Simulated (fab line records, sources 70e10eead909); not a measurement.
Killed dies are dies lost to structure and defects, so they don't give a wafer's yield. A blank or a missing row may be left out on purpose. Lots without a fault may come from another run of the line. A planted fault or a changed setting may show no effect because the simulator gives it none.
Problem report in the 8D (eight disciplines) form, filled by code | flow nand_harc | the parts of the form that need people (team, actions taken, sign-off) are left out

1. THE PROBLEM
killed_at_periphery at NHARC_END_SORT_01 reads a mean of 630 on 6 wafers of 2 lots; wafers without a fault read 4 with a standard deviation of 3.1. That is +99 or more standard deviations from the usual mean.
First seen on wafer L649.1, day 26 19:14, on prober-01. The record holds 6 wafers of 2 lots with a number at this step. Rule for "out", or "out of limits": more than 4 standard deviations from the usual mean. The other wafers with a number count as sound.

2. WHAT IT IS AND WHAT IT IS NOT
question                    | is                               | is not
which readings at this step | killed_at_periphery, killed_dies | killed_at_array, killed_at_other
which lots                  | L649, L651                       | -
which wafers of those lots  | all that have a number           | -
read on which gauges        | prober-01, prober-02             | -
when                        | from day 26 19:14                | up to then (0 sound wafers)

3. SUSPECTS, AND WHAT RULES EACH OUT
Counting: a tool at a process step up to the reading stays a suspect if it ran every lot that is out and no sound lot after the first of them.
- the gauge at NHARC_END_SORT_01: ruled out. The wafers that are out were read on 2 gauges (prober-01, prober-02).
- rie_diel-05 at NHARC_P_GATE_ETCHBACK_37 (etches the open film in CHF3/O2, target depth 34.5 nm, time 17.2 s): kept. It ran every lot that is out, first L649 (day 7 08:06), and no sound lot after that. NHARC_P_GATE_ETCHBACK_37 gives no start for some lots, so the hours and the order of its lots are those of NHARC_P_GATE_DESCUM_61.
- rtp_anneal-01 at NHARC_P_GATE_RTA_64 (time 1 s): kept. It ran every lot that is out, first L649 (day 7 13:11), and no sound lot after that.
Left after counting: rie_diel-05 at NHARC_P_GATE_ETCHBACK_37, rtp_anneal-01 at NHARC_P_GATE_RTA_64.

4. THE CAUSE (what the simulator had put in)
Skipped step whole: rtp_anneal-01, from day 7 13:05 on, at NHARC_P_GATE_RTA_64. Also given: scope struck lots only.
Counting left 2 suspects, and this tool is among them.

5. THE CHAIN OF EFFECTS, in route order
Each row: a reading whose mean over the struck wafers that have a number lies more than 3 standard deviations from the usual. Only readings for which the record gives a usual standard deviation are gone through. hours: the time from each lot's start at the first step in this table that gives one to its start at this step, as a median over the lots. sigmas: the change in usual standard deviations.
hours | step              | reading             | usual | on struck wafers | change | sigmas
0     | NHARC_END_SORT_01 | killed_at_periphery | 4     | 630              | +626   | +99 or more
0     | NHARC_END_SORT_01 | killed_dies         | 52    | 677              | +625   | +35
Readings that are blank on the struck wafers while sound wafers have them: anneal_temp_c_max at NHARC_P_GATE_RTA_64; lamp_power_pct at NHARC_P_GATE_RTA_64; wafer_temp_C_max at NHARC_P_GATE_RTA_64.

6. WHAT WOULD HAVE CAUGHT IT SOONER
In this record the first reading out of limits at a measuring or inspecting step was taken at day 26 19:14, 462 hours after the fault began at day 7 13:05.
At NHARC_P_GATE_RTA_64 the tool's readings are blank on the struck wafers, where sound wafers have them: an empty tool record is the first sign, and it was there at once.
All the lots that are out (2) had begun NHARC_P_GATE_RTA_64 on rtp_anneal-01 by day 26 19:14. A hold on the tool at that time would have spared none of them.
